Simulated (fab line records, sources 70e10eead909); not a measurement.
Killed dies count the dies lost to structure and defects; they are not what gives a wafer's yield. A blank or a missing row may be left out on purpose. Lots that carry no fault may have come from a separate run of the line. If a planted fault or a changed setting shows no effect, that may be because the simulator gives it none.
Chamber matching -- flow nandHarc -- pecvd-04 running NHARC_A_STAIRCASE_DEP_325: 3 sister chambers
The step deposits SiO2, target thk 7200 nm. 6 wafers are shown with their chamber, then 8 later ones without.

== WAFERS, EACH WITH ITS CHAMBER ==
wafer,chamber,heaterPowerW (W),heaterPowerOuterW (W)
L083.2,0,628,384
L083.3,2,747,460
L084.4,2,630,357
L084.5,1,596,329
L084.6,0,644,386
L091.1,1,694,452

== WAFERS WHOSE CHAMBER IS MISSING ==
wafer,heaterPowerW (W),heaterPowerOuterW (W)
L091.3,675,393
L091.5,638,384
L092.1,759,481
L092.2,697,437
L092.5,566,339
L093.1,783,494
L093.3,734,440
L093.4,635,377

== EACH ONE'S CHAMBER ==
wafer,from the rows above,in truth
L091.3,can't be placed: 2 or 1 or 0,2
L091.5,can't be placed: 0 or 1 or 2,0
L092.1,can't be placed: 2 or 1 or 0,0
L092.2,can't be placed: 2 or 1 or 0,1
L092.5,can't be placed: 0 or 1 or 2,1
L093.1,can't be placed: 2 or 1 or 0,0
L093.3,can't be placed: 2 or 1 or 0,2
L093.4,can't be placed: 0 or 1 or 2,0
0 of 8 placed correctly. These rows do not allow placing 8 (true chamber among the candidates in 8). Placed wrongly: 0.
How it was worked out, from the rows above alone: a wafer's distance from a chamber is the root of the sum, over the readings, of the square of ((its reading less the chamber's mean) divided by the reading's scatter). If the next closest chamber is less than 2 further off than the closest, the wafer can't be placed; otherwise it belongs to the closest. A chamber's mean is the mean of its shown wafers. The scatter is the square root of a quotient: the sum, over the shown wafers, of each reading's squared deviation from its chamber's mean, divided by wafers minus chambers.
